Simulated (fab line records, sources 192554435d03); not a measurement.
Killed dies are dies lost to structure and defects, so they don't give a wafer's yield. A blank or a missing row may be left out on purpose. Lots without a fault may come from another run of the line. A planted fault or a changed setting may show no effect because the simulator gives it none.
Chamber matching | flow n5_finfet | N5_BEOL_M4_STRIP_36 on rie_diel-01: 4 sister chambers
The step strips in N2/H2. 22 wafers are shown with their chamber, then 11 later ones without.

WAFERS WITH THEIR CHAMBER
wafer  | chamber | drypump_motor_current_A (A) | showerhead_plenum_p_Torr (Torr) | throttle_valve_pct (%)
L074.1 | 3       | 6.1                         | 2.58                            | 23.80
L074.3 | 1       | 6.6                         | 2.52                            | 24.08
L074.5 | 0       | 6.5                         | 2.70                            | 23.71
L075.3 | 0       | 6.4                         | 2.70                            | 23.69
L075.5 | 1       | 6.6                         | 2.52                            | 24.07
L075.6 | 2       | 5.9                         | 2.55                            | 23.65
L078.1 | 0       | 6.4                         | 2.69                            | 23.73
L078.2 | 1       | 6.6                         | 2.52                            | 24.05
L078.3 | 2       | 5.9                         | 2.54                            | 23.64
L080.1 | 1       | 6.6                         | 2.52                            | 24.08
L080.2 | 3       | 6.1                         | 2.57                            | 23.82
L080.6 | 2       | 5.9                         | 2.54                            | 23.65
L081.2 | 3       | 6.1                         | 2.57                            | 23.82
L081.4 | 2       | 5.9                         | 2.54                            | 23.70
L081.5 | 3       | 6.1                         | 2.57                            | 23.82
L085.2 | 3       | 6.1                         | 2.57                            | 23.83
L085.4 | 2       | 5.9                         | 2.54                            | 23.70
L085.5 | 0       | 6.5                         | 2.69                            | 23.75
L086.2 | 0       | 6.4                         | 2.68                            | 23.75
L086.4 | 3       | 6.1                         | 2.56                            | 23.84
L086.6 | 0       | 6.5                         | 2.68                            | 23.75
L092.1 | 3       | 6.1                         | 2.56                            | 23.85

SIGNATURES (means of the wafers above)
reading                  | chamber 0 | chamber 1 | chamber 2 | chamber 3 | scatter within a chamber
drypump_motor_current_A  | 6.450     | 6.600     | 5.900     | 6.100     | 0.0289
showerhead_plenum_p_Torr | 2.6900    | 2.5200    | 2.5420    | 2.5686    | 0.00652
throttle_valve_pct       | 23.7300   | 24.0700   | 23.6680   | 23.8257   | 0.0222
Rule: a wafer's distance from a chamber is the root of the sum, over the readings, of the square of ((its reading less the chamber's mean) divided by the reading's scatter). The wafer belongs to the nearest chamber; if the next one is less than 2 further off, it can't be placed. The scatter: the root of (the sum of the squares of (reading less its chamber's mean) over the shown wafers, divided by (wafers less chambers)).

WAFERS WITHOUT THEIR CHAMBER
wafer  | drypump_motor_current_A (A) | showerhead_plenum_p_Torr (Torr) | throttle_valve_pct (%)
L092.4 | 6.7                         | 2.51                            | 24.08
L092.5 | 5.9                         | 2.53                            | 23.71
L091.1 | 5.9                         | 2.53                            | 23.70
L091.2 | 6.1                         | 2.56                            | 23.83
L091.5 | 6.5                         | 2.68                            | 23.75
L094.2 | 6.5                         | 2.68                            | 23.76
L094.3 | 6.7                         | 2.51                            | 24.09
L094.5 | 6.7                         | 2.51                            | 24.11
L095.2 | 6.7                         | 2.50                            | 24.11
L095.4 | 6.1                         | 2.55                            | 23.85
L095.6 | 6.4                         | 2.68                            | 23.79

WHICH CHAMBER EACH WENT THROUGH
wafer  | from the rows above | in truth
L092.4 | 1                   | 1
L092.5 | 2                   | 2
L091.1 | 2                   | 2
L091.2 | 3                   | 3
L091.5 | 0                   | 0
L094.2 | 0                   | 0
L094.3 | 1                   | 1
L094.5 | 1                   | 1
L095.2 | 1                   | 1
L095.4 | 3                   | 3
L095.6 | 0                   | 0
Placed correctly: 11 of 11. Can't be placed from these rows: 0. Placed wrongly: 0.
